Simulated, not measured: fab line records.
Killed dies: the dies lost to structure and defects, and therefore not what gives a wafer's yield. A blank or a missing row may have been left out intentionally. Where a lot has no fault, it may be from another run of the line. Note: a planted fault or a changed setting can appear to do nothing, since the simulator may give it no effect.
fab line records	flow n5Finfet
record: lots: 5	wafers: 15	lastDay: 17
route steps=1938 shown GATE_CUT@502
lots that met no fault: taken from a fault-free run of the same line
startH: hours from the record's first day to the start of the lot's first wafer shown	waitH: hours elapsed since this lot's preceding step	" unchanged from the row above	L1.1+2: several wafers, shown together as one row	- no value present, or no start provided	* or withheld: withheld	< > ~ a bound
route shown NAME@n: NAME is a module with steps in the file, n the number in the route of the first one	usual: mean and standard deviation over wafers with no fault	same: alike in all rows	chamber/n: place in a boat	sites: per-site readings	_std_site: standard deviation of those values	_edge_site: the outer-site mean with the inner-site mean subtracted	radiusMm: how far each site lies from the wafer's centre	mask NAME#n: copy n	behind: the last tool/chamber to shape the wafer	hold: why the lot went on hold/how many hours it stayed there/how the hold came to an end	device: whichever transistor did not switch (one of n, p or np)	end of line: tests of these same wafers at the route's end	a step with no rows: only its recipe	killed: dies lost to structure and defects at the first sort, not the wafer's yield	map: a wafer's dies, marking killed ones x, the rest . and places with no die _
set.NAME: setting as actually run; set.NAME@STEP: the setting as run at that earlier step	model.NAME: the simulator's own value behind a step, which no gauge read
lots at selected steps of the route; one table per step, one row per wafer
services: from which hour (startH, from the record's first day; less than 0 if before it) a tool's chamber was out of use, for how many hours, and why
== steps ==
step: N5_GATE_CUT_CUT_ETCH_55
recipe: chemistry: BCl3	target: HfO2	maskMaterial: SiO2	targetDepthA: 32	ionEnergyEv: 30	pressureMtorr: 5	icpW: 450	biasW: 18	bcl3FlowSccm: 80
usual: chamberPressureMTorr: 5.000/0.0048	drypumpMotorCurrentA: 5.46/0.27	heBacksideLeakSccm: 3.28/0.18	oesProductAu: 0.83/0.088	throttleValvePct: 32.9/0.51
lot.wafer	tool	chamber	startH	waitH	chamberPressureMTorr	drypumpMotorCurrentA	heBacksideLeakSccm	oesProductAu	rfHoursCounterH	throttleValvePct
L084.1	rieMetal-03	0	146.89	0.0	5.003	6.03	3.11	0.75	58	32.9
L084.3	"	0	"	"	5.003	6.03	3.22	0.75	-	32.9
L084.4	"	1	"	"	5.005	5.13	3.06	0.93	-	32.6
L089.2	rieMetal-01	0	176.13	0.0	5.003	5.35	3.15	0.88	13	33.0
L089.5	"	1	"	"	4.997	5.18	3.35	0.80	-	33.5
L089.6	"	0	"	"	4.996	5.34	3.32	0.88	-	33.0
L090.2	rieMetal-01	1	182.32	0.0	4.999	5.19	3.20	0.80	32	33.5
L090.3	"	1	"	"	5.011	5.20	3.49	0.80	-	33.5
L090.5	"	0	"	"	5.001	5.36	3.49	0.89	-	33.0
L095.2	rieMetal-01	1	209.83	0.0	5.003	5.20	3.02	0.81	35	33.5
L095.5	"	0	"	"	5.000	5.35	3.41	0.88	-	33.0
L095.6	"	1	"	"	5.004	5.19	3.36	0.81	-	33.5
L097.1	rieMetal-01	1	221.07	0.0	4.999	5.19	3.49	0.81	35	33.5
L097.2	"	0	"	"	4.995	5.35	2.84	0.87	17	33.0
L097.5	"	0	"	"	4.994	5.35	3.09	0.86	-	33.0
step: N5_GATE_CUT_ETCH_47
recipe: chemistry: Cl2/BCl3	target: SiO2	targetDepthA: 100	pressureMtorr: 10	icpW: 1000	biasW: 126	Cl2_flow_sccm: 53.25	bcl3FlowSccm: 21.75	Ar_flow_sccm: 25
usual: chamberPressureMTorr: 10.001/0.0096	drypumpMotorCurrentA: 5.46/0.27	heBacksideLeakSccm: 3.3/0.36	mfcArSccm: 24.99/0.076	oesProductAu: 0.83/0.088	throttleValvePct: 22.67/0.16
lot.wafer	tool	chamber	startH	waitH	chamberPressureMTorr	drypumpMotorCurrentA	heBacksideLeakSccm	mfcArSccm	oesProductAu	rfHoursCounterH	throttleValvePct
L084.1	rieMetal-03	0	146.92	0.0	10.007	6.05	3.3	25.13	0.74	58	22.72
L084.3	"	0	"	"	10.006	6.04	3.2	24.94	0.75	-	22.73
L084.4	"	1	"	"	10.006	5.15	3.1	25.04	0.93	-	22.45
L089.2	rieMetal-01	0	176.16	0.0	10.006	5.34	3.1	24.93	0.89	13	22.65
L089.5	"	1	"	"	10.002	5.17	3.4	24.93	0.81	-	22.87
L089.6	"	0	"	"	9.997	5.35	3.4	24.98	0.89	-	22.65
L090.2	rieMetal-01	1	182.35	0.0	10.009	5.20	3.5	24.94	0.81	32	22.85
L090.3	"	1	"	"	9.992	5.20	3.6	25.02	0.82	-	22.87
L090.5	"	0	"	"	10.003	5.32	3.7	25.08	0.88	-	22.63
L095.2	rieMetal-01	1	209.86	0.0	10.002	5.21	3.3	25.04	0.80	35	22.87
L095.5	"	0	"	"	9.999	5.36	3.6	24.87	0.88	-	22.65
L095.6	"	1	"	"	9.991	5.19	3.3	24.94	0.80	-	22.87
L097.1	rieMetal-01	1	221.10	0.0	10.004	5.20	3.1	25.01	0.80	35	22.87
L097.2	"	0	"	"	10.003	5.34	3.2	25.07	0.87	17	22.64
L097.5	"	0	"	"	9.978	5.33	3.2	25.06	0.87	-	22.65
step: N5_GATE_CUT_VAPOR_ETCH_48
recipe: chemistry: BCl3/Cl2	target: TiN	mode: isotropic
usual: drypumpMotorCurrentA: 5.46/0.27	heBacksideLeakSccm: 3.3/0.31	oesProductAu: 0.83/0.086
lot.wafer	tool	chamber	startH	waitH	drypumpMotorCurrentA	heBacksideLeakSccm	oesProductAu
L084.1	rieMetal-03	0	146.95	0.0	6.03	3.1	0.75
L084.3	"	0	"	"	6.03	3.2	0.74
L084.4	"	1	"	"	5.16	3.1	0.92
L089.2	rieMetal-01	0	176.19	0.0	5.36	3.2	0.89
L089.5	"	1	"	"	5.19	3.1	0.82
L089.6	"	0	"	"	5.32	3.1	0.89
L090.2	rieMetal-01	1	182.38	0.0	5.17	3.2	0.81
L090.3	"	1	"	"	5.18	3.2	0.82
L090.5	"	0	"	"	5.33	3.7	0.88
L095.2	rieMetal-01	1	209.89	0.0	5.19	3.4	0.81
L095.5	"	0	"	"	5.35	3.1	0.88
L095.6	"	1	"	"	5.18	3.5	0.80
L097.1	rieMetal-01	1	221.13	0.0	5.18	3.0	0.81
L097.2	"	0	"	"	5.34	3.5	0.88
L097.5	"	0	"	"	5.35	3.4	0.87
step: N5_GATE_CUT_VAPOR_ETCH_49
recipe: chemistry: BCl3/Cl2	target: TiAlC	mode: isotropic
usual: drypumpMotorCurrentA: 5.46/0.26	heBacksideLeakSccm: 3.26/0.29	oesProductAu: 0.83/0.087
lot.wafer	tool	chamber	startH	waitH	drypumpMotorCurrentA	heBacksideLeakSccm	oesProductAu
L084.1	rieMetal-03	0	146.98	0.0	6.04	3.28	0.76
L084.3	"	0	"	"	6.04	3.36	0.76
L084.4	"	1	"	"	5.14	3.00	0.93
L089.2	rieMetal-01	0	176.22	0.0	5.37	3.35	0.87
L089.5	"	1	"	"	5.20	3.33	0.81
L089.6	"	0	"	"	5.34	3.55	0.88
L090.2	rieMetal-01	1	182.41	0.0	5.18	3.23	0.81
L090.3	"	1	"	"	5.18	3.29	0.81
L090.5	"	0	"	"	5.34	3.18	0.88
L095.2	rieMetal-01	1	209.92	0.0	5.19	3.21	0.81
L095.5	"	0	"	"	5.35	3.19	0.89
L095.6	"	1	"	"	5.20	3.51	0.81
L097.1	rieMetal-01	1	221.16	0.0	5.18	2.98	0.80
L097.2	"	0	"	"	5.36	3.31	0.88
L097.5	"	0	"	"	5.34	3.16	0.87
step: N5_GATE_CUT_VAPOR_ETCH_51
recipe: chemistry: BCl3/Cl2	target: HfO2	mode: isotropic
usual: drypumpMotorCurrentA: 5.46/0.26	heBacksideLeakSccm: 3.26/0.28	oesProductAu: 0.83/0.087
lot.wafer	tool	chamber	startH	waitH	drypumpMotorCurrentA	heBacksideLeakSccm	oesProductAu
L084.1	rieMetal-03	0	147.01	0.0	6.04	3.13	0.74
L084.3	"	0	"	"	6.03	3.11	0.75
L084.4	"	1	"	"	5.13	3.13	0.92
L089.2	rieMetal-01	0	176.25	0.0	5.30	3.38	0.89
L089.5	"	1	"	"	5.20	3.04	0.80
L089.6	"	0	"	"	5.31	3.27	0.89
L090.2	rieMetal-01	1	182.44	0.0	5.18	3.63	0.81
L090.3	"	1	"	"	5.18	3.03	0.82
L090.5	"	0	"	"	5.34	3.49	0.89
L095.2	rieMetal-01	1	209.95	0.0	5.21	3.43	0.80
L095.5	"	0	"	"	5.35	3.46	0.86
L095.6	"	1	"	"	5.21	3.28	0.80
L097.1	rieMetal-01	1	221.19	0.0	5.19	3.42	0.80
L097.2	"	0	"	"	5.37	3.32	0.88
L097.5	"	0	"	"	5.35	3.23	0.88
step: N5_GATE_CUT_STRIP_21
recipe: chemistry: N2/H2	timeS: 30	powerW: 1000	tempC: 250	pressureMtorr: withheld	n2FlowSccm: 1750	h2FlowSccm: 3250
usual: drypumpMotorCurrentA: 5.5/0.54	heaterPowerW: 351/55
lot.wafer	tool	chamber	startH	waitH	drypumpMotorCurrentA	heaterPowerW	rfHoursCounterH
L084.1	plasmaAsher-01	1	147.07	0.0	6.5	270	99
L084.3	"	1	"	"	6.5	278	-
L084.4	"	0	"	"	5.1	343	-
L089.2	plasmaAsher-02	1	176.31	0.0	5.1	437	55
L089.5	"	1	"	"	5.1	419	-
L089.6	"	0	"	"	5.5	333	-
L090.2	plasmaAsher-02	0	182.49	0.0	5.5	339	57
L090.3	"	0	"	"	5.5	339	-
L090.5	"	1	"	"	5.1	425	-
L095.2	plasmaAsher-01	1	210.00	0.0	6.5	271	109
L095.5	"	1	"	"	6.5	272	-
L095.6	"	0	"	"	5.1	338	-
L097.1	plasmaAsher-01	1	221.24	0.0	6.5	273	111
L097.2	"	0	"	"	5.1	344	111
L097.5	"	1	"	"	6.5	272	-
step: N5_GATE_CUT_STRIP_29
recipe: chemistry: postEtchResidueRemover	timeS: 60	tempC: 25	removerPh: withheld	removerWaterWtPct: withheld	removerFluorideWtPct: withheld
lot.wafer	tool	chamber	startH	waitH
L084.1+3+4	wetBench-05	5,1,7	147.15	0.1
L089.2+5+6	wetBench-05	1,2,7	176.40	0.1
L090.2+3+5	wetBench-03	1,0,7	182.58	0.1
L095.2+5+6	wetBench-03	0,2,5	210.08	0.1
L097.1+2+5	wetBench-03	3,6,4	221.33	0.1
step: N5_GATE_CUT_SRD_52
recipe: dry: ipaMarangoni	timeS: 30	tempC: 23	rinseLiquid: diw
lot.wafer	tool	chamber	startH	waitH
L084.1+3+4	wetBench-05	5,1,7	147.17	0.0
L089.2+5+6	wetBench-05	1,2,7	176.42	0.0
L090.2+3+5	wetBench-03	1,0,7	182.60	0.0
L095.2+5+6	wetBench-03	0,2,5	210.10	0.0
L097.1+2+5	wetBench-03	3,6,4	221.35	0.0
step: N5_GATE_CUT_ALD_22
recipe: material: SiNx	targetThkA: 160	tempC: 400	aldPrecursorFamily: SiH2I2	aldCoReactant: N2/H2-plasma	pulseTimeS: 1	aldCycles: 320	purgeTimeS: 2	coReactantPurgeTimeS: 2	pressureTorr: 2
usual: chamberPressureTorr: 2.000/0.0043	heaterPowerW: 868/71	precursorPulseHeightRel: 0.999/0.021
lot.wafer	tool	chamber	startH	waitH	chamberPressureTorr	heaterPowerW	precursorPulseHeightRel
L084.1	aldSin-04	2	147.22	0.0	1.998	872	1.001
L084.3	"	0	"	"	2.003	1017	0.977
L084.4	"	1	"	"	1.996	875	0.983
L089.2	aldSin-04	1	176.46	0.0	1.999	869	0.992
L089.5	"	0	"	"	2.001	987	0.983
L089.6	"	3	"	"	2.002	869	1.026
L090.2	aldSin-02	3	183.92	1.3	1.996	811	1.011
L090.3	"	1	"	"	1.999	912	1.043
L090.5	"	0	"	"	2.003	814	0.975
L095.2	aldSin-04	3	210.15	0.0	2.001	802	0.977
L095.5	"	1	"	"	2.002	871	1.021
L095.6	"	2	"	"	1.999	859	1.002
L097.1	aldSin-03	0	221.40	0.0	2.000	827	1.024
L097.2	"	3	"	"	2.002	755	0.981
L097.5	"	0	"	"	1.997	828	0.994
step: N5_GATE_CUT_CMP_23
recipe: stopOn: SiO2	tOverpolishS: 23.4	postCmpClean: alkalineBrush	downForcePsi: 2.5	platenRpm: 51.8	padVelocityMS: 1.0307	targetThkNm: 16
usual: headPressurePsi: 2.500/0.0056	motorCurrentA: 9.2/0.64	overpolishRunS: 23.400/0.0087	timeToEndpointS: 18.4/2.5
lot.wafer	tool	chamber	startH	waitH	headPressurePsi	motorCurrentA	overpolishRunS	timeToEndpointS
L084.4	cmp-01	2	148.71	0.8	2.501	9.9	23.388	20.2
L084.3	"	3	"	"	2.503	8.6	23.398	15.4
L084.1	"	0	"	"	2.489	8.0	23.394	18.9
L089.2	cmp-02	0	178.07	0.9	2.506	9.6	23.405	17.2
L089.5	"	1	"	"	2.502	8.7	23.411	18.7
L089.6	"	2	"	"	2.491	9.9	23.402	16.3
L090.3	cmp-02	2	185.41	0.8	2.504	9.7	23.419	18.0
L090.2	"	0	"	"	2.495	9.2	23.403	17.4
L090.5	"	3	"	"	2.503	9.5	23.403	13.7
L095.2	cmp-04	1	211.64	0.8	2.498	9.3	23.390	17.6
L095.6	"	1	"	"	2.511	9.7	23.385	19.1
L095.5	"	2	"	"	2.495	9.8	23.398	21.1
L097.1	cmp-02	0	222.96	0.8	2.489	9.9	23.395	17.5
L097.2	"	1	"	"	2.495	8.2	23.387	18.6
L097.5	"	2	"	"	2.502	9.5	23.414	16.6
step: N5_GATE_CUT_THK_MEAS_24
recipe: reads: SiO2_of_GATE_CUT_HM_DEP_46+SiO2_flowable_of_ILD0_FCVD_FILL_01
usual: GC_FILL_THK: 219.1/2.2
lot.wafer	tool	chamber	startH	waitH	GC_FILL_THK[nm]
L084.1	filmMetro-02	-	149.00	-	217.4
L084.3	"	-	"	"	217.3
L084.4	"	-	"	"	220.1
L089.2	filmMetro-01	-	178.25	-	218.7
L089.5	"	-	"	"	222.0
L089.6	"	-	"	"	220.0
L090.2	filmMetro-01	-	185.71	-	216.6
L090.3	"	-	"	"	214.0
L090.5	"	-	"	"	216.3
L095.2	filmMetro-02	-	211.93	-	220.8
L095.5	"	-	"	"	221.8
L095.6	"	-	"	"	219.4
L097.1	filmMetro-01	-	223.18	-	216.5
L097.2	"	-	"	"	216.9
L097.5	"	-	"	"	220.7
== services ==
tool	chamber	startH	hours	kind
cmp-04	-	126.40	0.5	repair
cmp-04	-	132.51	3.9	repair
aldSin-04	1	141.33	2.9	repair
aldSin-02	1	145.62	15.5	repair
aldSin-03	-	154.15	14.6	pm
aldSin-04	1	155.26	4.3	repair
cmp-04	-	168.52	7.0	pm
plasmaAsher-01	-	171.54	10.0	pm
aldSin-02	-	171.60	0.4	repair
aldSin-04	-	177.93	14.0	pm
aldSin-04	0	177.93	14.0	ventCycle
aldSin-04	1	177.93	14.0	ventCycle
aldSin-04	2	177.93	14.0	ventCycle
aldSin-04	3	177.93	14.0	ventCycle
aldSin-04	0	191.93	-	clean
aldSin-04	1	191.93	-	clean
aldSin-04	2	191.93	-	clean
aldSin-04	3	191.93	-	clean
aldSin-03	0	199.02	5.4	repair
cmp-02	-	202.31	4.0	pm
cmp-04	-	202.78	8.0	repair
rieMetal-01	-	204.00	0.5	repair
cmp-02	-	206.31	-	consumableReplace:conditioner
cmp-01	-	208.03	0.7	repair
== key ==
fault none
